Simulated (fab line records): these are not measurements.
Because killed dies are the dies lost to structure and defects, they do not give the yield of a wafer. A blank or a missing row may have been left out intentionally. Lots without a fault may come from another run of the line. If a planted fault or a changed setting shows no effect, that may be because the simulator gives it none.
Lot-split experiment / flow n5 finfet / route with 1938 steps; 7 lots, 21 wafers read

## SPLIT DETAILS
At N5_BEOL_M15_COAT_22 (resist thk 800 nm), the setting spin rpm was moved away from the recipe's 1704 rpm on 5 of the 21 wafers read, by +4.2% to +9.6%. All remaining wafers had this setting at the recipe value.

## FROM THE SPLIT TO THE READING: what the file shows between them, 4 steps
- N5_BEOL_M15_EBR_24
- N5_BEOL_M15_SOFTBAKE_23: time 60 s
- N5_BEOL_M15_DESCUM_33: chemistry O2, time 7.9 s
- N5_BEOL_M15_ETCH_61: etches BARC in N2/H2, target depth 89 nm, overetch 26.7 nm, time 67.9 s

## THE READING
coat_of_BEOL_M15_COAT_22.thk nm (the simulator's own value, which no gauge read), in nm, at N5_BEOL_M15_TRENCH_ETCH_34 (etches SiO2 in C4F8/O2/Ar, target depth 872.93 nm, time 199 s). No usual value for it is given in the file. The 16 wafers here that ran the recipe average 541.6 nm, standard deviation 3.5 nm.

wafer=L074.2; tool, chamber at the split=litho track-04, 0; spin rpm as run, rpm=1704; against the recipe=recipe; coat_of_BEOL_M15_COAT_22.thk nm, nm=543.4; against lot-mates on the recipe=-
wafer=L074.3; tool, chamber at the split=litho track-04, 0; spin rpm as run, rpm=1704; against the recipe=recipe; coat_of_BEOL_M15_COAT_22.thk nm, nm=537.2; against lot-mates on the recipe=-
wafer=L074.5; tool, chamber at the split=litho track-04, 0; spin rpm as run, rpm=1704; against the recipe=recipe; coat_of_BEOL_M15_COAT_22.thk nm, nm=536.8; against lot-mates on the recipe=-
wafer=L078.3; tool, chamber at the split=litho track-01, 0; spin rpm as run, rpm=1704; against the recipe=recipe; coat_of_BEOL_M15_COAT_22.thk nm, nm=539.6; against lot-mates on the recipe=-
wafer=L078.5; tool, chamber at the split=litho track-01, 0; spin rpm as run, rpm=1704; against the recipe=recipe; coat_of_BEOL_M15_COAT_22.thk nm, nm=539.2; against lot-mates on the recipe=-
wafer=L078.6; tool, chamber at the split=litho track-01, 0; spin rpm as run, rpm=1704; against the recipe=recipe; coat_of_BEOL_M15_COAT_22.thk nm, nm=537.2; against lot-mates on the recipe=-
wafer=L082.3; tool, chamber at the split=litho track-04, 0; spin rpm as run, rpm=1704; against the recipe=recipe; coat_of_BEOL_M15_COAT_22.thk nm, nm=546.6; against lot-mates on the recipe=-
wafer=L082.5; tool, chamber at the split=litho track-04, 0; spin rpm as run, rpm=1704; against the recipe=recipe; coat_of_BEOL_M15_COAT_22.thk nm, nm=548; against lot-mates on the recipe=-
wafer=L082.6; tool, chamber at the split=litho track-04, 0; spin rpm as run, rpm=1704; against the recipe=recipe; coat_of_BEOL_M15_COAT_22.thk nm, nm=541.4; against lot-mates on the recipe=-
wafer=L085.1; tool, chamber at the split=litho track-04, 0; spin rpm as run, rpm=1813; against the recipe=+6.4%; coat_of_BEOL_M15_COAT_22.thk nm, nm=521.8; against lot-mates on the recipe=-19.2
wafer=L085.2; tool, chamber at the split=litho track-04, 0; spin rpm as run, rpm=1813; against the recipe=+6.4%; coat_of_BEOL_M15_COAT_22.thk nm, nm=518.6; against lot-mates on the recipe=-22.4
wafer=L085.6; tool, chamber at the split=litho track-04, 0; spin rpm as run, rpm=1704; against the recipe=recipe; coat_of_BEOL_M15_COAT_22.thk nm, nm=541; against lot-mates on the recipe=-
wafer=L091.2; tool, chamber at the split=litho track-03, 0; spin rpm as run, rpm=1704; against the recipe=recipe; coat_of_BEOL_M15_COAT_22.thk nm, nm=538.4; against lot-mates on the recipe=-
wafer=L091.3; tool, chamber at the split=litho track-03, 0; spin rpm as run, rpm=1704; against the recipe=recipe; coat_of_BEOL_M15_COAT_22.thk nm, nm=539.2; against lot-mates on the recipe=-
wafer=L091.5; tool, chamber at the split=litho track-03, 0; spin rpm as run, rpm=1775; against the recipe=+4.2%; coat_of_BEOL_M15_COAT_22.thk nm, nm=525.6; against lot-mates on the recipe=-13.2
wafer=L090.2; tool, chamber at the split=litho track-01, 0; spin rpm as run, rpm=1868; against the recipe=+9.6%; coat_of_BEOL_M15_COAT_22.thk nm, nm=500.4; against lot-mates on the recipe=-42.0
wafer=L090.4; tool, chamber at the split=litho track-01, 0; spin rpm as run, rpm=1704; against the recipe=recipe; coat_of_BEOL_M15_COAT_22.thk nm, nm=542.4; against lot-mates on the recipe=-
wafer=L090.5; tool, chamber at the split=litho track-01, 0; spin rpm as run, rpm=1868; against the recipe=+9.6%; coat_of_BEOL_M15_COAT_22.thk nm, nm=504.4; against lot-mates on the recipe=-38.0
wafer=L094.3; tool, chamber at the split=litho track-03, 0; spin rpm as run, rpm=1704; against the recipe=recipe; coat_of_BEOL_M15_COAT_22.thk nm, nm=544.4; against lot-mates on the recipe=-
wafer=L094.4; tool, chamber at the split=litho track-03, 0; spin rpm as run, rpm=1704; against the recipe=recipe; coat_of_BEOL_M15_COAT_22.thk nm, nm=546.4; against lot-mates on the recipe=-
wafer=L094.5; tool, chamber at the split=litho track-03, 0; spin rpm as run, rpm=1704; against the recipe=recipe; coat_of_BEOL_M15_COAT_22.thk nm, nm=545; against lot-mates on the recipe=-

FIT RESULTS
A straight line over all 21 wafers: coat_of_BEOL_M15_COAT_22.thk nm changes by -3.87 nm for each +1% of spin rpm; r = -0.97; the points scatter about the line by 3.6 nm.
The same after taking each lot's own level away (the mean of its wafers on the recipe; 21 wafers): -3.87 nm for each +1%; r = -0.98; scatter 2.6 nm.
That fit puts the effect of the largest move of spin rpm on the reading at 37 nm.
From 538.67 to 545.33 nm: that is the span of the lots' own levels, equal to 1.9 times the standard deviation above.
The two slopes are in agreement: the lot-to-lot level therefore moves the slope only a little.
Check: with one of the wafers moved furthest among these (+9.6%) left out of the fit, the line predicts -34.5 nm for it against its lot-mates. Against them it came out at -42 nm.

## THE WHOLE CHAIN: every reading that the file lists as answering this split, in the file's order
step=N5_BEOL_M15_COAT_22; what it does=resist thk 800 nm; reading=coat_of_BEOL_M15_COAT_22.thk nm (the simulator's own value, which no gauge read); change (the file's fit)=-3.59 nm for each +1% of the setting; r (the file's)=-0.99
step=N5_BEOL_M15_ETCH_61; what it does=etches BARC in N2/H2, target depth 89 nm, overetch 26.7 nm, time 67.9 s; reading=coat_of_BEOL_M15_COAT_22.thk nm (the simulator's own value, which no gauge read); change (the file's fit)=-3.67 nm for each +1% of the setting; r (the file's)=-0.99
step=N5_BEOL_M15_TRENCH_ETCH_34; what it does=etches SiO2 in C4F8/O2/Ar, target depth 872.93 nm, time 199 s; reading=coat_of_BEOL_M15_COAT_22.thk nm (the simulator's own value, which no gauge read); change (the file's fit)=-3.8 nm for each +1% of the setting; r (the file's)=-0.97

## THE FILE'S OWN FIT
coat_of_BEOL_M15_COAT_22.thk nm changes by -3.8 nm for each +1% of spin rpm, r = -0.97.
